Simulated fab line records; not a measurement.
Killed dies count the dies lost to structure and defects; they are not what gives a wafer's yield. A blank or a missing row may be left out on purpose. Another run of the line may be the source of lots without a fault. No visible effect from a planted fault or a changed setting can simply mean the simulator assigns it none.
Chamber matching | flow n5-finfet | N5_BEOL_M1_STRIP_36 on rie-diel-06 has 4 sister chambers
The step strips in N2/H2. 4 wafers are shown with their chamber, then 8 later ones without.

== EACH WAFER AND ITS CHAMBER ==
wafer  | chamber | showerhead-plenum-p-Torr (Torr)
L081.3 | 2       | 2.61
L084.1 | 0       | 2.38
L084.4 | 3       | 2.43
L092.1 | 1       | 2.48

== WAFERS WITH NO CHAMBER GIVEN ==
wafer  | showerhead-plenum-p-Torr (Torr)
L092.3 | 2.61
L092.4 | 2.38
L095.1 | 2.48
L095.4 | 2.42
L095.6 | 2.60
L097.2 | 2.69
L097.5 | 2.41
L097.6 | 2.60

== CHAMBER TAKEN BY EACH ==
wafer  | from the rows above          | in truth
L092.3 | 2                            | 2
L092.4 | can't be placed: 0 or 3      | 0
L095.1 | can't be placed: 1 or 3      | 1
L095.4 | can't be placed: 3 or 0 or 1 | 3
L095.6 | 2                            | 2
L097.2 | 2                            | 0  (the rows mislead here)
L097.5 | can't be placed: 3 or 0 or 1 | 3
L097.6 | 2                            | 2
3 of 8 placed correctly. Not placeable from these rows: 4 (in 4, the candidates include the true chamber). Placed wrongly: 1.
How it was worked out, from the rows above alone: a wafer's distance from a chamber is the root of the sum, over the readings, of the square of ((its reading less the chamber's mean) divided by the reading's scatter). The wafer belongs to the nearest chamber; if the next one is less than 2 further off, it can't be placed. For every chamber, the mean is computed from those of its wafers that are shown. The scatter: with one shown wafer a chamber, the root of the mean of the squares of how far each hidden wafer lies from its nearest shown one.
